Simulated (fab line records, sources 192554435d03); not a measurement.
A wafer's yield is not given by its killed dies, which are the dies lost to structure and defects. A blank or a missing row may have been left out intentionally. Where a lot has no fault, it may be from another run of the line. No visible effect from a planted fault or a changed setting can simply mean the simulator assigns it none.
Chamber matching    flow n5_finfet    4 sister chambers for N5_FIN_CUT_DESCUM_13 on rie_diel-02
The step chemistry O2, time 7 s. 4 wafers are shown with their chamber, then 8 later ones without.

WAFERS, EACH WITH ITS CHAMBER
wafer   chamber  drypump_motor_current_A (A)
L089.2  2        5.3
L089.3  0        6.6
L089.4  3        5.9
L093.1  1        5.9

WAFERS WITHOUT THEIR CHAMBER
wafer   drypump_motor_current_A (A)
L093.2  6.5
L093.4  5.2
L095.2  5.9
L095.3  5.2
L095.4  6.6
L097.2  5.9
L097.4  6.6
L097.5  5.9

THE CHAMBER EACH PASSED THROUGH
wafer   from the rows above      in truth
L093.2  0                        0
L093.4  2                        2
L095.2  can't be placed: 1 or 3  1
L095.3  2                        2
L095.4  0                        0
L097.2  can't be placed: 1 or 3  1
L097.4  0                        0
L097.5  can't be placed: 1 or 3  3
Placed correctly: 5 of 8. Not placeable from these rows: 3 (in 3, the candidates include the true chamber). Wrongly placed: 0.
How it was worked out, from the rows above alone: a wafer's distance from a chamber is the root of the sum, over the readings, of the square of ((its reading less the chamber's mean) divided by the reading's scatter). If the next closest chamber is less than 2 further off than the closest, the wafer can't be placed; otherwise it belongs to the closest. A chamber's mean is the mean of its shown wafers. The scatter (one wafer shown for each chamber): square how far every hidden wafer sits from the nearest shown wafer, average those squares and take the square root.
